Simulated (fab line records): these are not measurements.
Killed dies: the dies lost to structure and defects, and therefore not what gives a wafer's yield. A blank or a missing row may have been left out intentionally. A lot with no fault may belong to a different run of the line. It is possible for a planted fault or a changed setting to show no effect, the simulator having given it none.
Chamber matching    flow n5-finfet    rie-diel-06 running N5_STI_FIN_REVEAL_STRIP_24: 4 sister chambers
The step strips in N2/H2, time 90 s. 4 wafers are shown with their chamber, then 7 later ones without.

WAFERS WITH THEIR CHAMBER
wafer   chamber  drypump-motor-current-A (A)
L080.6  1        6.6
L084.4  2        5.5
L090.3  3        5.2
L090.5  0        5.3

WAFERS WITHOUT THEIR CHAMBER
wafer   drypump-motor-current-A (A)
L090.6  6.6
L094.1  5.5
L094.2  6.7
L094.6  5.5
L097.1  5.5
L097.3  6.7
L097.5  5.2

EACH ONE'S CHAMBER
wafer   from the rows above      in truth
L090.6  1                        1
L094.1  2                        2
L094.2  1                        1
L094.6  2                        2
L097.1  2                        2
L097.3  1                        1
L097.5  can't be placed: 3 or 0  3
Placed correctly: 6 of 7. Cannot be placed on the basis of these rows: 1; the candidates contain the true chamber in 1. Wrongly placed: 0.
How it was worked out, from the rows above alone: a wafer's distance from a chamber is the root of the sum, over the readings, of the square of ((its reading less the chamber's mean) divided by the reading's scatter). If the next closest chamber is less than 2 further off than the closest, the wafer can't be placed; otherwise it belongs to the closest. Each chamber's mean is taken over the wafers shown for it. The scatter: with one shown wafer a chamber, the root of the mean of the squares of how far each hidden wafer lies from its nearest shown one.
